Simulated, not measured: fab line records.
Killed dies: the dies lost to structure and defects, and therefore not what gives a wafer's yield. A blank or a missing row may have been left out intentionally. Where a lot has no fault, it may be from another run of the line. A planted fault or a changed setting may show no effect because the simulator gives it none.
A lot that was struck, set against a sound lot | flow nand harc | 13 out of 1159 route steps
Sound: these wafers, L111.3, L111.4, L111.6. The struck wafers were L113.2, L113.3, L113.5. The cause is given at the end.
At each step with rows: each side's tool, then ch and its chambers, then its first start. Under that, the readings that differ: sound wafers | struck wafers | difference of the means | sigmas: that difference in standard deviations of wafers without a fault.
alike: words and numbers the same on both sides, and readings whose means are apart by under 2 such deviations; not compared: readings that were withheld, readings missing a value for some wafer, numbers with overlapping values and no deviation given by the record, and bounds like >300 which may hide the same value.
A row with sigmas, a row that says differs or no value, or rows on one side alone: a step with any of these is where the two part. When numbers do not overlap yet have no deviation, they are printed without sigmas and do not part them. A reading that every wafer of one side lacks parts them only if that side has two wafers or more.

NHARC_A_BLC_CMP_25: polishes, t overpolish 30 s, target thk 150 nm.
  sound on cmp-02 ch 0,1,3, day 19 05:03; struck on cmp-02 ch 1,2, day 20 01:43
  alike: motor current A, overpolish run s, time to endpoint s
after that, 1 step had no rows for these wafers: NHARC_A_BLC_SRD_27.
NHARC_A_BLC_INSPECT_28:
  sound: defect inspect-01 at day 19 05:27; struck: defect inspect-02 at day 20 02:07
  alike: raw defect count
then, 8 steps without rows for these wafers: NHARC_A_M0_DEP_00 (deposits SiOC, target thk 150 nm); NHARC_A_M0_DEHYDRATE_01 (time 120 s); NHARC_A_M0_HMDS_02 (time 30 s); NHARC_A_M0_COAT_33 (time 65 s); NHARC_A_M0_COAT_03 (resist thk 90 nm); NHARC_A_M0_SOFTBAKE_04 (time 55 s); NHARC_A_M0_EBR_05; NHARC_A_M0_EXPOSE_06 (exposes mask A M0, target cd 80 nm).
NHARC_A_M0_PEB_07: peb time 65 s.
  struck on litho track-01, day 20 03:02; sound on litho track-04 ch 0, day 19 06:17
  no value came back on the struck wafers for chill plate temp C (C), exhaust pa (Pa), heater power total W (W), resist line temp C (C); on the sound wafers chill plate temp C (C) reads 23.00 23.00 22.99
then, 1 step without rows for these wafers: NHARC_A_M0_DEVELOP_08 (develop time 35 s).

WHERE THEY PART
Within this record, at NHARC_A_M0_PEB_07 only.

WHY: whatever the simulator had introduced
Entire step skipped (litho track-01, NHARC_A_M0_PEB_07), from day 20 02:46 onward. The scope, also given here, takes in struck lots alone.
